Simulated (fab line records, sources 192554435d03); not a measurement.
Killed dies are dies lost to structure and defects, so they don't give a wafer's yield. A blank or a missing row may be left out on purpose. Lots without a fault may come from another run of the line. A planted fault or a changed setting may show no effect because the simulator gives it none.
fab line records | flow n5_finfet
record lots=12 wafers=35 last_day=18
route steps=1938 shown HKMG_FIN@438 PASSIVATION@1910
lots that met no fault: from a run of the same line without faults
start_h: hours from the record's first day to the start of the lot's first wafer shown | wait_h: hours since the lot's step before | " the same as in the row above | L1.1+2: a row that stands for several wafers | - no value, or no start given | * or withheld: withheld | < > ~ a bound
route shown NAME@n: a module of which the file shows steps, and the number in the route of the first | usual: mean/standard deviation of fault-free wafers | same: alike in all rows | chamber/n: place in a boat | sites: the reading at each site | _std_site: their standard deviation | _edge_site: outer sites' mean less inner sites' | radius_mm: how far each site lies from the wafer's centre | mask NAME#n: copy n | behind: the tool/chamber that last shaped the wafer | hold: why the lot was held/for how many hours/how that ended | device: the transistor (n, p or np) that didn't switch | end of line: the same wafers' tests at the end of the route | a step without rows: its recipe alone | killed: dies lost to structure and defects at the first sort, not the wafer's yield | map: a wafer's dies, x killed, . not, _ none there
set.NAME: the setting as run; set.NAME@STEP: as run at that earlier step | model.NAME: the simulator's own value behind a step, which no gauge read
steps of the route over a sample of lots; a table a step, a row a wafer
services: from which hour (start_h, from the record's first day; less than 0 if before it) a tool's chamber was out of use, for how many hours, and why
## steps
# step N5_HKMG_FIN_ETCH_35
# recipe chemistry=N2/H2 target=SOC target_depth_a=2158 ion_energy_ev=65 bias_w=5 source_w=3000 time_s=243.4 pressure_mtorr=30 n2_flow_sccm=200 h2_flow_sccm=200
# usual bias_w=5.000/0.015 chamber_pressure_mTorr=29.997/0.028 drypump_motor_current_A=5.8/0.63 oes_product_au=0.79/0.09 rf_fwd_power_W=2991/9.9 rf_vpp_V=141.3/1.1 showerhead_plenum_p_Torr=2.50/0.084 throttle_valve_pct=17.8/0.37
# columns lot.wafer tool chamber start_h wait_h bias_w chamber_pressure_mTorr drypump_motor_current_A oes_product_au rf_fwd_power_W rf_hours_counter_h rf_vpp_V showerhead_plenum_p_Torr throttle_valve_pct
L330.4 rie_diel-06 2 86.66 0.0 5.020 29.954 6.2 0.65 2974 261 140.4 2.50 18.0
L330.5 " 0 " " 5.014 30.012 4.9 0.74 3008 - 139.8 2.43 18.3
L330.6 " 1 " " 4.990 29.979 5.9 0.69 2991 - 139.8 2.39 17.6
L331.2 rie_diel-06 1 92.17 0.0 4.982 29.999 5.9 0.70 2990 228 140.9 2.39 17.6
L331.3 " 0 " " 5.002 30.035 4.9 0.75 2989 178 141.3 2.43 18.3
L331.4 " 0 " " 5.010 29.979 4.9 0.74 2990 - 140.0 2.43 18.3
L333.1 rie_diel-05 1 101.41 0.0 5.003 30.017 6.4 0.96 3004 24 141.5 2.48 17.5
L333.4 " 2 " " 5.013 30.013 6.6 0.74 2999 176 140.7 2.54 18.0
L333.6 " 2 " " 4.985 30.010 6.6 0.73 2986 - 141.4 2.54 18.0
L340.2 rie_diel-06 1 143.83 0.0 5.003 29.984 5.9 0.68 2994 248 140.1 2.38 17.6
L340.5 " 1 " " 4.988 29.936 5.9 0.68 3010 - 141.0 2.38 17.6
L340.6 " 0 " " 4.983 29.929 4.9 0.73 2981 - 141.2 2.43 18.3
L341.1 rie_diel-06 1 148.88 0.0 4.998 30.026 5.9 0.68 2993 250 138.9 2.38 17.6
L341.3 " 3 " " 4.987 29.981 6.5 0.74 2985 165 141.5 2.66 18.1
L341.5 " 2 " " 4.995 29.982 6.2 0.95 3001 - 141.1 2.49 17.7
L342.1 rie_diel-06 0 154.23 0.0 5.001 30.049 4.9 0.74 2997 202 140.3 2.42 18.3
L342.5 " 0 " " 4.976 30.006 4.9 0.73 2987 - 139.7 2.42 18.3
L342.6 " 3 " " 4.998 30.005 6.5 0.73 2985 - 141.8 2.66 18.2
L344.1 rie_diel-05 2 168.59 0.0 4.997 30.010 6.6 0.71 2991 199 141.0 2.53 18.1
L344.4 " 2 " " 4.997 30.013 6.6 0.71 2998 - 142.4 2.53 18.0
L344.5 " 3 " " 5.014 30.000 4.9 0.82 2981 - 141.8 2.47 17.2
L345.2 rie_diel-05 0 171.43 0.0 4.999 30.016 6.0 0.77 2998 128 141.8 2.46 17.8
L345.3 " 3 " " 4.984 29.992 4.9 0.83 2988 38 140.9 2.47 17.2
L345.5 " 0 " " 5.005 30.014 6.0 0.77 2990 - 141.2 2.46 17.8
L347.1 rie_diel-05 3 184.48 0.0 4.995 30.019 4.9 0.81 2984 44 142.2 2.47 17.2
L347.3 " 2 " " 4.996 29.993 6.6 0.71 3005 207 141.1 2.53 18.1
L350.2 rie_diel-05 3 201.77 0.0 4.991 30.023 4.9 0.80 2989 52 140.0 2.47 17.3
L350.3 " 2 " " 5.005 30.001 6.6 0.70 2985 215 139.5 2.52 18.1
L350.4 " 0 " " 4.997 29.944 6.0 0.76 2996 142 140.2 2.46 17.8
L351.2 rie_diel-06 0 208.57 0.0 4.994 29.985 4.9 0.71 2991 224 142.0 2.42 18.4
L351.4 " 2 " " 5.003 29.965 6.2 0.89 2982 38 141.9 2.48 17.7
L351.6 " 0 " " 4.993 30.007 4.9 0.71 2996 - 141.0 2.41 18.4
L352.3 rie_diel-06 0 215.18 0.0 4.990 30.010 4.9 0.71 2995 227 139.9 2.41 18.4
L352.5 " 3 " " 5.014 30.005 6.4 0.72 2987 - 142.8 2.65 18.2
L352.6 " 0 " " 4.982 30.020 4.9 0.71 3006 - 141.0 2.41 18.4
# step N5_PASSIVATION_ETCH_59
# recipe chemistry=Cl2/BCl3 target=TaN target_depth_a=650 time_s=34.9 ion_energy_ev=100 pressure_mtorr=10 icp_w=900 bias_w=100 Cl2_flow_sccm=60 bcl3_flow_sccm=30
# usual bias_w=100.0/0.31 chamber_pressure_mTorr=10.000/0.0088 drypump_motor_current_A=5.94/0.26 oes_product_au=0.79/0.079 rf_fwd_power_W=895.1/2.8 throttle_valve_pct=21.13/0.13
# columns lot.wafer tool chamber start_h wait_h bias_w chamber_pressure_mTorr drypump_motor_current_A oes_product_au rf_fwd_power_W rf_hours_counter_h throttle_valve_pct
L331.2 rie_metal-02 0 267.27 0.3 100.3 9.993 5.81 0.83 895.1 34 21.06
L331.3 " 0 " " 99.8 10.015 5.81 0.83 896.4 - 21.08
L331.4 " 1 " " 99.6 10.000 5.48 0.84 897.5 - 21.12
L330.4 rie_metal-02 1 271.53 0.2 99.8 10.006 5.48 0.85 894.1 - 21.11
L330.5 " 0 " " 99.9 10.006 5.81 0.84 894.1 - 21.07
L330.6 " 1 " " 99.7 10.018 5.48 0.83 890.2 - 21.12
L333.1 rie_metal-01 0 284.70 0.3 99.9 9.993 6.17 0.69 895.4 98 21.16
L333.4 " 0 " " 100.6 10.005 6.14 0.69 898.1 - 21.14
L333.6 " 0 " " 99.9 10.008 6.16 0.68 896.9 - 21.17
L341.1 rie_metal-02 0 332.53 0.3 99.7 9.984 5.80 0.81 900.2 39 21.11
L341.3 " 1 " " 100.0 10.004 5.47 0.82 891.2 - 21.15
L341.5 " 1 " " 99.9 9.986 5.49 0.81 893.7 - 21.13
L340.2 rie_metal-01 1 342.87 0.4 99.7 9.989 6.02 0.98 896.0 1 21.29
L340.5 " 0 " " 100.0 9.992 6.17 0.67 889.6 - 21.18
L340.6 " 1 " " 99.9 9.994 6.02 0.96 896.2 - 21.29
L342.1 rie_metal-02 1 350.48 0.3 99.7 9.991 5.48 0.79 892.5 23 21.14
L342.5 " 0 " " 100.3 10.005 5.78 0.81 896.5 - 21.10
L342.6 " 1 " " 100.2 9.995 5.48 0.81 896.3 - 21.16
L345.2 rie_metal-02 1 368.60 0.4 100.0 9.982 5.49 0.80 895.5 24 21.14
L345.3 " 1 " " 99.5 9.999 5.47 0.80 893.7 - 21.14
L345.5 " 1 " " 99.8 9.992 5.48 0.79 894.1 - 21.17
L344.1 rie_metal-03 1 381.28 0.3 100.0 9.998 6.04 0.69 891.6 80 20.95
L344.4 " 1 " " 100.2 9.990 6.02 0.69 894.1 - 20.97
L344.5 " 1 " " 100.0 10.010 6.04 0.68 894.3 - 20.95
L347.1 rie_metal-01 1 395.38 0.7 100.3 10.002 5.99 0.90 890.6 7 21.33
L347.3 " 1 " " 100.9 9.997 6.01 0.90 897.3 - 21.33
L350.2 rie_metal-02 0 406.06 0.3 99.6 9.987 5.79 0.79 896.5 46 21.11
L350.3 " 1 " " 100.1 9.999 5.50 0.78 892.1 - 21.15
L350.4 " 0 " " 99.6 9.999 5.82 0.80 898.4 - 21.12
L352.3 rie_metal-02 0 433.18 0.2 100.1 9.999 5.82 0.78 896.2 - 21.11
L352.5 " 1 " " 99.7 9.997 5.51 0.78 892.5 - 21.17
L352.6 " 0 " " 100.0 10.004 5.81 0.77 893.3 - 21.14
L351.2 rie_metal-03 0 433.29 0.3 99.8 9.991 6.21 0.80 896.7 32 21.22
L351.4 " 0 " " 100.0 9.992 6.22 0.81 893.8 - 21.22
L351.6 " 1 " " 99.6 10.021 6.08 0.67 891.8 - 20.98
# step N5_PASSIVATION_OVL_MEAS_66
# recipe points_per_wafer=44
# usual PASS_OPEN_OVL=3/5.8
# columns lot.wafer tool chamber start_h wait_h PASS_OPEN_OVL[nm]
L331.2 overlay-01 0 268.60 0.0 -6
L331.3 " 0 " " 5
L331.4 " 0 " " -5
L330.4 overlay-02 0 272.83 0.0 1
L330.5 " 0 " " 1
L330.6 " 0 " " -1
L333.1 overlay-01 0 286.03 0.0 5
L333.4 " 0 " " 0
L333.6 " 0 " " 2
L341.1 overlay-01 0 333.72 0.0 2
L341.3 " 0 " " 7
L341.5 " 0 " " -6
L340.2 overlay-02 0 344.22 0.0 0
L340.5 " 0 " " 1
L340.6 " 0 " " 6
L342.1 overlay-02 0 351.79 0.0 0
L342.5 " 0 " " -1
L342.6 " 0 " " -4
L345.2 overlay-02 0 369.93 0.0 0
L345.3 " 0 " " 1
L345.5 " 0 " " -1
L344.1 overlay-02 0 382.60 0.0 6
L344.4 " 0 " " 6
L344.5 " 0 " " 1
L347.1 overlay-01 0 396.79 0.0 1
L347.3 " 0 " " -1
L350.2 overlay-01 0 407.57 0.0 16
L350.3 " 0 " " 7
L350.4 " 0 " " 14
L352.3 overlay-02 0 434.40 0.0 17
L352.5 " 0 " " 12
L352.6 " 0 " " -2
L351.2 overlay-02 0 434.62 0.0 4
L351.4 " 0 " " 10
L351.6 " 0 " " 12
# step N5_PASSIVATION_PROBE_49
# usual killed_at_M0_to_M3=36/10 killed_at_M4_up=13/5.5 killed_at_contacts=12/5.6 killed_at_front_end=42/12 killed_at_other=4/3.2 killed_dies=108/18 killed_open=71/13 killed_short=34/7.8
# same gross_dies=1180 killed_at_back_side=0
# columns lot.wafer tool chamber start_h wait_h killed_at_M0_to_M3 killed_at_M4_up killed_at_contacts killed_at_front_end killed_at_other killed_dies killed_open killed_short
L341.1 prober-02 - 336.83 0.0 45 22 5 123 6 201 66 44
L341.3 prober-02 - 336.93 0.1 42 9 3 148 4 206 55 46
L341.5 prober-02 - 337.03 0.2 25 9 13 147 2 196 61 26
L340.2 prober-01 - 347.96 0.1 27 16 12 116 8 179 58 35
L340.5 prober-01 - 348.11 0.2 29 14 18 122 6 189 67 25
L340.6 prober-01 - 348.16 0.3 31 8 15 109 0 163 59 29
L342.1 prober-01 - 355.14 0.0 23 10 10 107 4 154 41 35
L342.5 prober-01 - 355.34 0.2 16 4 12 111 2 145 45 25
L342.6 prober-01 - 355.39 0.3 20 8 22 144 3 197 54 33
# killed by level:class
L341.1 HKMG_FIN:unspecified=89 BEOL_M2:geometric_particle:open=10 FIN_SAQP:geometric_particle:open=9 BEOL_M0_SAQP:geometric_particle:short=9 FIN_SAQP:geometric_particle:short=7 BEOL_M0:geometric_particle:short=7 BEOL_M4:geometric_particle:open=7 BEOL_M3:geometric_particle:open=6
L341.3 HKMG_FIN:unspecified=105 STI_FIN_REVEAL:geometric_particle:open=15 BEOL_M0_SAQP:geometric_particle:short=10 STARTING-WAFER:geometric_particle:short=9 BEOL_M2:geometric_particle:open=8 BEOL_M0_SAQP:geometric_particle:open=8 FIN_SAQP:geometric_particle:short=6 BEOL_M0:geometric_particle:short=4
L341.5 HKMG_FIN:unspecified=108 MOL_CONTACT_COAG:geometric_particle:open=13 BEOL_M2:geometric_particle:open=8 STI_FIN_REVEAL:geometric_particle:open=8 GATE_CUT:geometric_particle:short=8 BEOL_M0_SAQP:geometric_particle:short=7 FIN_SAQP:geometric_particle:open=6 DUMMY_GATE:geometric_particle:open=6
L340.2 HKMG_FIN:unspecified=86 BEOL_M4:geometric_particle:open=12 BEOL_M0_SAQP:geometric_particle:short=11 MOL_CONTACT_COAG:geometric_particle:open=10 STI_FIN_REVEAL:geometric_particle:open=8 DUMMY_GATE:geometric_particle:open=7 BEOL_M0_SAQP:geometric_particle:open=6 FIN_SAQP:geometric_particle:short=5
L340.5 HKMG_FIN:unspecified=92 MOL_CONTACT_COAG:geometric_particle:open=12 BEOL_M1:geometric_particle:open=10 STI_FIN_REVEAL:geometric_particle:open=9 DUMMY_GATE:geometric_particle:open=7 MOL_CONTACT_COAG:geometric_particle:short=6 BEOL_M3:geometric_particle:open=5 BEOL_M0_SAQP:geometric_particle:open=4
L340.6 HKMG_FIN:unspecified=75 MOL_CONTACT_COAG:geometric_particle:open=14 BEOL_M0_SAQP:geometric_particle:open=8 BEOL_M0_SAQP:geometric_particle:short=8 STI_FIN_REVEAL:geometric_particle:open=7 DUMMY_GATE:geometric_particle:short=6 DUMMY_GATE:geometric_particle:open=5 BEOL_M1:geometric_particle:open=5
L342.1 HKMG_FIN:unspecified=78 MOL_CONTACT_COAG:geometric_particle:open=8 FIN_SAQP:geometric_particle:open=7 FIN_SAQP:geometric_particle:short=6 BEOL_M1:geometric_particle:open=6 GATE_CUT:geometric_particle:short=5 BEOL_M0_SAQP:geometric_particle:short=4 BEOL_M2:geometric_particle:open=4
L342.5 HKMG_FIN:unspecified=74 FIN_SAQP:geometric_particle:short=11 STI_FIN_REVEAL:geometric_particle:open=8 MOL_CONTACT_COAG:geometric_particle:open=7 FIN_SAQP:geometric_particle:open=6 DUMMY_GATE:geometric_particle:open=5 MOL_CONTACT_COAG:geometric_particle:short=5 BEOL_M3:geometric_particle:open=5
L342.6 HKMG_FIN:unspecified=109 MOL_CONTACT_COAG:geometric_particle:open=16 GATE_CUT:geometric_particle:short=9 FIN_SAQP:geometric_particle:short=8 FIN_SAQP:geometric_particle:open=7 MOL_CONTACT_COAG:geometric_particle:short=6 BEOL_M2:geometric_particle:open=6 BEOL_M3:geometric_particle:open=4
## services
# columns tool chamber start_h hours kind
rie_metal-02 1 70.03 - clean
rie_metal-02 1 70.03 20.3 scheduled_down
rie_metal-02 1 70.03 20.3 vent_cycle
rie_diel-06 2 89.66 4.8 repair
rie_metal-01 1 113.05 5.0 repair
rie_diel-06 1 151.02 - clean
rie_metal-03 1 155.59 6.4 repair
rie_diel-05 1 162.15 36.3 repair
rie_metal-03 - 162.97 8.4 repair
rie_metal-02 1 183.12 1.1 repair
rie_metal-02 - 191.37 2.8 pm
rie_metal-01 - 197.46 0.1 repair
rie_diel-06 2 197.89 1.5 repair
rie_diel-06 0 220.63 6.6 repair
rie_metal-01 0 230.40 9.5 repair
rie_metal-01 - 231.09 1.8 repair
rie_diel-05 0 258.19 9.4 repair
rie_diel-05 0 307.30 4.3 repair
rie_diel-06 3 328.29 2.5 repair
rie_metal-01 1 328.92 3.0 repair
rie_diel-05 3 376.16 2.3 repair
rie_diel-06 3 382.22 2.3 repair
rie_diel-06 2 382.64 11.7 repair
rie_diel-06 0 392.19 4.8 repair
## key
first_sign step=N5_PASSIVATION_PROBE_49 reading=killed_at_front_end direction=up sigmas=6.8 usual=42 struck=125
effect step=N5_PASSIVATION_PROBE_49 reading=killed_dies direction=up sigmas=4.1 usual=108 struck=181
more_kills_born_at N5_HKMG_FIN_ETCH_35@rie_diel-06=816
met_at N5_HKMG_FIN_ETCH_35
struck_lots L340,L341,L342
tester_left_out L340,L341,L342
not_acting_at N5_PASSIVATION_ETCH_59,N5_PASSIVATION_OVL_MEAS_66
onset_between 92.17 143.83
fault kind=chamber_particle_source tool=rie_diel-06 chamber=- onset_h=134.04 steps=N5_HKMG_FIN_ETCH_35 rate_per_visit_cm2=0.57191 end_h=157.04
# tester_left_out: of these lots the tester's yield and bins aren't shown, on N5 and GAA mostly nor the transistor test; their killed dies are dies lost to structure and defects alone, not to doping, threshold or leakage, so they don't give the yield
